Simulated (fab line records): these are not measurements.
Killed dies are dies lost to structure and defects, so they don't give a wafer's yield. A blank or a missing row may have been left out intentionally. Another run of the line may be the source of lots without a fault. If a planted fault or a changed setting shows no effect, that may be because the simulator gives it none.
What tool caused it? | flow n5 finfet | 69 wafers sampled from 23 lots at 1 step of a route of 1938

WHAT EACH GAUGE READ, for each wafer
N5_ILD0_INSPECT_06: inspects for defects (darkfield). Usual: raw defect count 41, standard deviation 20.
lot  | measured    | on                | raw defect count | flag
L074 | day 3 21:09 | defect inspect-01 | 22 29 17         |
L075 | day 3 23:34 | defect inspect-01 | 32 17 27         |
L076 | day 4 04:35 | defect inspect-02 | 79 70 107        |
L077 | day 4 11:02 | defect inspect-02 | 50 28 60         |
L078 | day 4 17:57 | defect inspect-01 | 68 54 65         |
L079 | day 4 21:35 | defect inspect-01 | 25 25 26         |
L080 | day 5 08:20 | defect inspect-01 | 47 41 38         |
L081 | day 5 12:07 | defect inspect-01 | 25 49 39         |
L082 | day 5 18:32 | defect inspect-01 | 28 14 6          |
L083 | day 6 02:52 | defect inspect-02 | 37 50 66         |
L084 | day 6 07:31 | defect inspect-02 | 37 23 21         |
L085 | day 6 16:22 | defect inspect-02 | 28 45 30         |
L086 | day 6 19:47 | defect inspect-02 | 33 54 35         |
L087 | day 7 02:38 | defect inspect-01 | 18 56 48         |
L088 | day 7 05:11 | defect inspect-01 | 29 43 38         |
L089 | day 7 11:53 | defect inspect-02 | 23 48 65         |
L090 | day 7 17:52 | defect inspect-02 | 95 84 66         |
L093 | day 8 14:16 | defect inspect-02 | 25 21 52         |
L094 | day 8 16:26 | defect inspect-02 | 31 32 21         |
L095 | day 8 23:36 | defect inspect-02 | 24 40 33         |
L096 | day 9 07:41 | defect inspect-01 | 21 43 21         |
L097 | day 9 11:49 | defect inspect-01 | 52 60 27         |
L091 | day 9 14:49 | defect inspect-01 | 52 19 30         |

EACH LOT AND THE TOOL THAT RAN IT (in order: tool; ch and the chambers of the sampled wafers; start)
Before these readings, the record contains no process step.

WHAT THE TOOLS THEMSELVES READ (means of the sampled wafers that have a number; where no wafer has one, the mark that the record gives instead)
The record holds no such reading with a usual standard deviation.

THE ANSWER, worked out from the rows above alone
Rule: a lot counts as off when the mean over its wafers that have a number is more than 3 standard deviations away from the usual mean. A lot without any number at a reading at which 4 lots or more have one is off too. All remaining lots with rows at the step are treated as sound. The gauges are gone through in route order, then the tools' own readings, and for those a lot's mean is taken as printed above. The first step at which some lot is off is used, and at that step the reading that is off furthest; a lot without a number counts as furthest.
None of the lots is off at any reading shown; this tells nothing.

WHAT THE SIMULATOR PUT IN
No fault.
